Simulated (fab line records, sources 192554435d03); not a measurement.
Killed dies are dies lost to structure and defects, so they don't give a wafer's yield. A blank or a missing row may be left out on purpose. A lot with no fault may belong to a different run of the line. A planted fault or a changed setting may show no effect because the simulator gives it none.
Matching of chambers | flow n5-finfet | N5_BEOL_M4_CO_CAP_55 on cvd-co-01 has 3 sister chambers
The step material Co, precursor CCTBA/H2, target thk 2 nm, time 102.1 s. 3 wafers are shown with their chamber, then 12 later ones without.

## WAFERS, EACH WITH ITS CHAMBER
wafer  | chamber | heater-power-w (W)
L090.1 | 0       | 211
L090.4 | 1       | 249
L090.5 | 2       | 287

## WAFERS WHOSE CHAMBER IS MISSING
wafer  | heater-power-w (W)
L089.1 | 284
L089.2 | 246
L089.5 | 208
L092.1 | 284
L092.3 | 249
L092.5 | 243
L093.3 | 245
L093.5 | 211
L093.6 | 289
L094.1 | 241
L094.2 | 217
L094.4 | 244

## THE CHAMBER EACH PASSED THROUGH
wafer  | from the rows above | in truth
L089.1 | 2                   | 2
L089.2 | 1                   | 1
L089.5 | 0                   | 0
L092.1 | 2                   | 2
L092.3 | 1                   | 1
L092.5 | 1                   | 1
L093.3 | 1                   | 1
L093.5 | 0                   | 0
L093.6 | 2                   | 2
L094.1 | 1                   | 1
L094.2 | 0                   | 0
L094.4 | 1                   | 1
Correctly placed: 12 of 12. Left unplaced by these rows: 0. Wrongly placed: 0.
How it was worked out, from the rows above alone: a wafer's distance from a chamber is the root of the sum, over the readings, of the square of ((its reading less the chamber's mean) divided by the reading's scatter). The wafer belongs to the nearest chamber; if the next one is less than 2 further off, it can't be placed. A chamber's mean is the mean of its shown wafers. The scatter (one wafer shown for each chamber): square how far every hidden wafer sits from the nearest shown wafer, average those squares and take the square root.
